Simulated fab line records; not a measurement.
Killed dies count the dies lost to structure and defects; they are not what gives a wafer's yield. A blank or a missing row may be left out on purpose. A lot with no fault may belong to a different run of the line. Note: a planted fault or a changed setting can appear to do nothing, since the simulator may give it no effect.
Which tool was responsible? -- flow n5 finfet -- 24 lots, 72 wafers sampled, at 6 steps of a route of 1938

## WHAT THE GAUGES SHOWED, per wafer
N5_BEOL_M14_THK_MEAS_01.
lot,measured,on,M14_ILD_THK (nm)
L074,day 12 03:35,film metro-02,1121 1107 1127
L075,day 12 23:43,film metro-01,1138 1142 1146
L077,day 13 13:47,film metro-02,1124 1139 1131
L076,day 13 20:07,film metro-02,1141 1115 1129
L078,day 14 04:07,film metro-02,1143 1122 1110
L079,day 14 07:07,film metro-02,1095 1107 1120
L080,day 14 21:13,film metro-02,1111 1116 1130
L081,day 16 06:01,film metro-01,1117 1110 1130
L083,day 17 05:05,film metro-02,1114 1113 1126
L084,day 17 12:58,film metro-02,1124 1112 1122
L085,day 17 23:50,film metro-02,1104 1125 1133
L086,day 18 03:59,film metro-01,1112 1127 1107
L090,day 18 15:24,film metro-02,1099 1121 1119
L087,day 18 17:56,film metro-01,1128 1140 1146
L088,day 19 04:06,film metro-02,1126 1125 1141
L095,day 19 19:38,film metro-01,1124 1121 1131
L097,day 19 22:00,film metro-01,1119 1140 1129
L091,day 19 23:20,film metro-02,1118 1129 1108
L092,day 20 12:02,film metro-02,1112 1119 1131
L089,day 20 19:31,film metro-01,1112 1116 1110
L094,day 20 19:34,film metro-01,1104 1126 1128
L096,day 21 03:26,film metro-01,1107 1126 1132
L082,day 21 08:50,film metro-02,1129 1117 1115
L093,day 21 10:45,film metro-02,1116 1141 1116

N5_BEOL_M14_RS_MEAS_54: a four-point-probe measurement.
lot,measured,on,M14_RS (ohm/sq)
L074,day 12 09:07,film metro-01,0.0343 0.0336 0.0327
L075,day 13 05:25,film metro-02,0.0326 0.0338 0.0336
L077,day 13 20:14,film metro-02,0.0338 0.0338 0.0325
L076,day 14 00:29,film metro-02,0.0336 0.0338 0.0332
L078,day 14 07:54,film metro-02,0.0328 0.0341 0.0327
L079,day 14 13:08,film metro-02,0.0338 0.0333 0.0342
L080,day 15 01:29,film metro-02,0.0321 0.0328 0.0336
L081,day 16 10:09,film metro-01,0.0330 0.0331 0.0342
L083,day 17 12:44,film metro-01,0.0335 0.0328 0.0323
L084,day 17 16:50,film metro-01,0.0329 0.0337 0.0327
L085,day 18 08:32,film metro-01,0.0330 0.0340 0.0337
L086,day 18 09:52,film metro-01,0.0331 0.0336 0.0326
L090,day 18 19:55,film metro-01,0.0333 0.0331 0.0338
L087,day 19 03:02,film metro-01,0.0329 0.0330 0.0333
L088,day 19 10:49,film metro-02,0.0334 0.0332 0.0332
L095,day 20 01:34,film metro-01,0.0329 0.0332 0.0339
L097,day 20 06:41,film metro-02,0.0328 0.0337 0.0334
L091,day 20 09:42,film metro-01,0.0333 0.0328 0.0348
L092,day 20 17:17,film metro-01,0.0326 0.0326 0.0338
L089,day 21 02:39,film metro-01,0.0333 0.0349 0.0336
L094,day 21 08:04,film metro-01,0.0324 0.0333 0.0323
L096,day 21 11:14,film metro-01,0.0337 0.0337 0.0330
L082,day 21 14:05,film metro-02,0.0327 0.0326 0.0330
L093,day 21 14:59,film metro-01,0.0338 0.0330 0.0341

N5_BEOL_M15_INSPECT_12: inspects for defects (macro).
lot,measured,on,raw defect count
L074,day 12 09:47,defect inspect-01,5 1 4
L075,day 13 06:13,defect inspect-01,1 1 0
L077,day 13 20:54,defect inspect-01,1 3 1
L076,day 14 01:17,defect inspect-02,1 2 1
L078,day 14 08:48,defect inspect-01,3 2 3
L079,day 14 13:48,defect inspect-02,1 1 2
L080,day 15 02:26,defect inspect-02,5 1 2
L081,day 16 10:49,defect inspect-02,3 1 2
L083,day 17 13:32,defect inspect-01,1 2 3
L084,day 17 17:31,defect inspect-01,4 1 2
L085,day 18 09:13,defect inspect-02,1 2 2
L086,day 18 10:32,defect inspect-02,0 3 1
L090,day 18 20:43,defect inspect-02,0 2 3
L087,day 19 03:50,defect inspect-02,3 0 3
L088,day 19 11:37,defect inspect-02,2 4 4
L095,day 20 02:22,defect inspect-01,2 3 0
L097,day 20 07:28,defect inspect-01,3 2 2
L091,day 20 10:22,defect inspect-01,1 3 3
L092,day 20 18:04,defect inspect-01,3 2 2
L089,day 21 03:19,defect inspect-01,1 6 3
L094,day 21 08:52,defect inspect-01,1 1 0
L096,day 21 11:58,defect inspect-01,1 2 2
L082,day 21 14:46,defect inspect-01,2 2 2
L093,day 21 16:01,defect inspect-01,3 2 1

## EACH LOT AND THE TOOL THAT RAN IT (in order: tool; ch and the chambers of the sampled wafers; start)
lot,N5_BEOL_M14_ILD_DEP_00,N5_BEOL_M14_DESCUM_33,N5_BEOL_M14_ANNEAL_48
L074,"pecvd-03 ch 0,2, day 12 03:24","rie diel-04 ch 0,1,2, day 12 04:58","rtp anneal-02 ch 0, day 12 08:23"
L075,"pecvd-04 ch 0,1,2, day 12 23:31","rie diel-04 ch 0,1, day 13 01:12","rtp anneal-01 ch 0, day 13 04:44"
L077,"pecvd-04 ch 0,1,2, day 13 13:36","rie diel-04 ch 0,1, day 13 15:11","rtp anneal-01 ch 0, day 13 19:31"
L076,"pecvd-04 ch 0,1,2, day 13 20:01","rie diel-02 ch 0,1, day 13 21:29","rtp anneal-01 ch 0, day 13 23:53"
L078,"pecvd-01 ch 0,1,2, day 14 04:01","rie diel-04 ch 0,1,2, day 14 05:32","rtp anneal-02 ch 0, day 14 07:19"
L079,"pecvd-03 ch 0,2, day 14 06:56","rie diel-05 ch 0,2,3, day 14 08:26","rtp anneal-02 ch 0, day 14 12:25"
L080,"pecvd-04 ch 0,1, day 14 21:01","rie diel-04 ch 0,1,3, day 14 22:43","rtp anneal-02 ch 0, day 15 00:52"
L081,"pecvd-04 ch 1,2, day 16 05:49","rie diel-02 ch 1,2,3, day 16 07:31","rtp anneal-02 ch 0, day 16 09:26"
L083,"pecvd-04 ch 0,1, day 17 04:54","rie diel-04 ch 1,2,3, day 17 06:37","rtp anneal-02 ch 0, day 17 12:04"
L084,"pecvd-01 ch 0,1,2, day 17 12:50","rie diel-04 ch 1,2,3, day 17 14:29","rtp anneal-01 ch 0, day 17 16:15"
L085,"pecvd-01 ch 0,1, day 17 23:40","rie diel-05 ch 0,1, day 18 01:34","rtp anneal-02 ch 0, day 18 07:49"
L086,"pecvd-04 ch 0,2, day 18 03:48","rie diel-04 ch 1,2,3, day 18 05:21","rtp anneal-01 ch 0, day 18 09:13"
L090,"pecvd-01 ch 0,1, day 18 15:13","rie diel-02 ch 1,2, day 18 17:04","rtp anneal-02 ch 0, day 18 19:16"
L087,"pecvd-03 ch 1,2, day 18 17:44","rie diel-04 ch 0,3, day 18 19:23","rtp anneal-02 ch 0, day 19 02:22"
L088,"pecvd-03 ch 0,1, day 19 03:55","rie diel-02 ch 0,1,2, day 19 05:50","rtp anneal-01 ch 0, day 19 10:09"
L095,"pecvd-04 ch 0,2, day 19 19:27","rie diel-05 ch 0,1,2, day 19 21:52","rtp anneal-01 ch 0, day 20 00:57"
L097,"pecvd-03 ch 0,1,2, day 19 21:49","rie diel-02 ch 0,2,3, day 19 23:47","rtp anneal-02 ch 0, day 20 06:03"
L091,"pecvd-03 ch 0,1,2, day 19 23:09","rie diel-02 ch 0,1,3, day 20 01:25","rtp anneal-02 ch 0, day 20 08:57"
L092,"pecvd-03 ch 1,2, day 20 11:51","rie diel-04 ch 0,1,2, day 20 13:25","rtp anneal-01 ch 0, day 20 16:17"
L089,"pecvd-01 ch 0,1,2, day 20 19:19","rie diel-02 ch 0,2,3, day 20 20:53","rtp anneal-02 ch 0, day 21 01:56"
L094,"pecvd-03 ch 1,2, day 20 19:23","rie diel-04 ch 0,1,2, day 20 21:04","rtp anneal-01 ch 0, day 21 07:20"
L096,"pecvd-03 ch 1,2, day 21 03:14","rie diel-05 ch 1,2, day 21 05:02","rtp anneal-01 ch 0, day 21 10:37"
L082,"pecvd-03 ch 0,1,2, day 21 08:38","rie diel-04 ch 0,2, day 21 10:21","rtp anneal-02 ch 0, day 21 13:22"
L093,"pecvd-03 ch 0,2, day 21 10:34","rie diel-04 ch 1,3, day 21 12:02","rtp anneal-01 ch 0, day 21 14:16"
- N5_BEOL_M14_ILD_DEP_00: deposits SiO2 from TEOS/O2, target thk 1119.3 nm, time 237.4 s.
- N5_BEOL_M14_DESCUM_33: chemistry O2, time 7.9 s.
- N5_BEOL_M14_ANNEAL_48: time 90 s.

## AS READ BY THE TOOLS THEMSELVES (means over the sampled wafers that have a number; for cases with no such wafer, the mark the record gives instead)
N5_BEOL_M14_ILD_DEP_00.
lot,tool,chamber pressure Torr (Torr),heater power w (W),showerhead plenum p Torr (Torr),throttle valve pct (%)
L074,pecvd-03,6.504,544,8.34,18.0
L075,pecvd-04,6.492,453,8.33,18.6
L077,pecvd-04,6.508,458,8.35,18.6
L076,pecvd-04,6.504,479,8.34,18.5
L078,pecvd-01,6.506,518,8.34,18.8
L079,pecvd-03,6.501,530,8.34,18.2
L080,pecvd-04,6.504,456,8.35,18.3
L081,pecvd-04,6.514,439,8.36,18.4
L083,pecvd-04,6.500,502,8.33,18.7
L084,pecvd-01,6.508,550,8.37,18.9
L085,pecvd-01,6.504,548,8.35,19.3
L086,pecvd-04,6.505,434,8.30,19.1
L090,pecvd-01,6.511,485,8.35,19.9
L087,pecvd-03,6.496,566,8.31,18.1
L088,pecvd-03,6.500,493,8.31,19.2
L095,pecvd-04,6.507,447,8.31,19.3
L097,pecvd-03,6.499,546,8.31,18.7
L091,pecvd-03,6.494,556,8.31,18.7
L092,pecvd-03,6.506,528,8.30,18.5
L089,pecvd-01,6.507,521,8.36,19.0
L094,pecvd-03,6.508,491,8.29,18.7
L096,pecvd-03,6.489,559,8.29,18.8
L082,pecvd-03,6.489,543,8.31,18.8
L093,pecvd-03,6.508,551,8.34,18.1

N5_BEOL_M14_DESCUM_33.
lot,tool,drypump motor current A (A),oes product au (a.u.),rf vpp V (V),showerhead plenum p Torr (Torr),throttle valve pct (%)
L074,rie diel-04,5.6,0.81,243.3,2.10,20.47
L075,rie diel-04,5.7,0.85,243.2,2.09,20.50
L077,rie diel-04,5.7,0.85,243.9,2.09,20.51
L076,rie diel-02,5.7,0.70,243.6,2.10,20.47
L078,rie diel-04,5.6,0.89,243.3,2.09,20.33
L079,rie diel-05,6.3,0.81,244.4,2.14,20.50
L080,rie diel-04,5.6,0.87,243.6,2.12,20.43
L081,rie diel-02,5.7,0.73,243.2,2.11,20.60
L083,rie diel-04,5.3,0.86,242.2,2.06,20.38
L084,rie diel-04,5.3,0.86,242.0,2.06,20.39
L085,rie diel-05,6.0,0.83,243.6,2.15,20.39
L086,rie diel-04,5.3,0.86,243.0,2.06,20.39
L090,rie diel-02,5.7,0.71,244.7,2.16,20.59
L087,rie diel-04,5.4,0.86,244.9,2.15,20.37
L088,rie diel-02,5.6,0.78,245.5,2.18,20.42
L095,rie diel-05,5.8,0.82,244.0,2.15,20.40
L097,rie diel-02,5.6,0.79,243.1,2.12,20.50
L091,rie diel-02,5.6,0.86,243.6,2.12,20.36
L092,rie diel-04,5.6,0.82,242.9,2.08,20.41
L089,rie diel-02,5.6,0.77,243.2,2.12,20.51
L094,rie diel-04,5.6,0.82,243.4,2.08,20.41
L096,rie diel-05,5.5,0.81,244.9,2.18,20.36
L082,rie diel-04,5.5,0.84,243.0,2.09,20.25
L093,rie diel-04,5.4,0.80,242.7,2.04,20.63

N5_BEOL_M14_ANNEAL_48.
lot,tool,wafer_temp_C_max
L074,rtp anneal-02,225.93
L075,rtp anneal-01,225.95
L077,rtp anneal-01,226.22
L076,rtp anneal-01,226.23
L078,rtp anneal-02,226.08
L079,rtp anneal-02,226.12
L080,rtp anneal-02,226.00
L081,rtp anneal-02,226.14
L083,rtp anneal-02,225.59
L084,rtp anneal-01,225.95
L085,rtp anneal-02,225.96
L086,rtp anneal-01,226.50
L090,rtp anneal-02,226.20
L087,rtp anneal-02,226.31
L088,rtp anneal-01,226.06
L095,rtp anneal-01,226.33
L097,rtp anneal-02,225.93
L091,rtp anneal-02,226.22
L092,rtp anneal-01,226.12
L089,rtp anneal-02,226.04
L094,rtp anneal-01,226.04
L096,rtp anneal-01,226.22
L082,rtp anneal-02,226.05
L093,rtp anneal-01,226.10

## THE ANSWER, worked out from the rows above alone
Rule: usual is defined by the lots themselves. The widest of any qualifying gaps counts: lots, ordered by their means at a reading, are off when they make up no more than a third of the lots, leave a main group of 4 or more, and stand apart from it by 3 or more times the standard deviation of that group's means. A main group is skipped when, at the precision printed for the reading in the tables above, its means are all equal. A lot without any number at a reading at which 4 lots or more have one is off too. The other lots that the step has rows for count as sound. After the gauges, taken in route order, come the tools' own readings; for these a lot's mean is taken, as printed above. At the first step where some lot is off, the reading lying furthest off is the one used; lots without a number count as furthest.
No lot is off at any reading shown: from this, nothing can be told.

## WHAT THE SIMULATOR PUT IN
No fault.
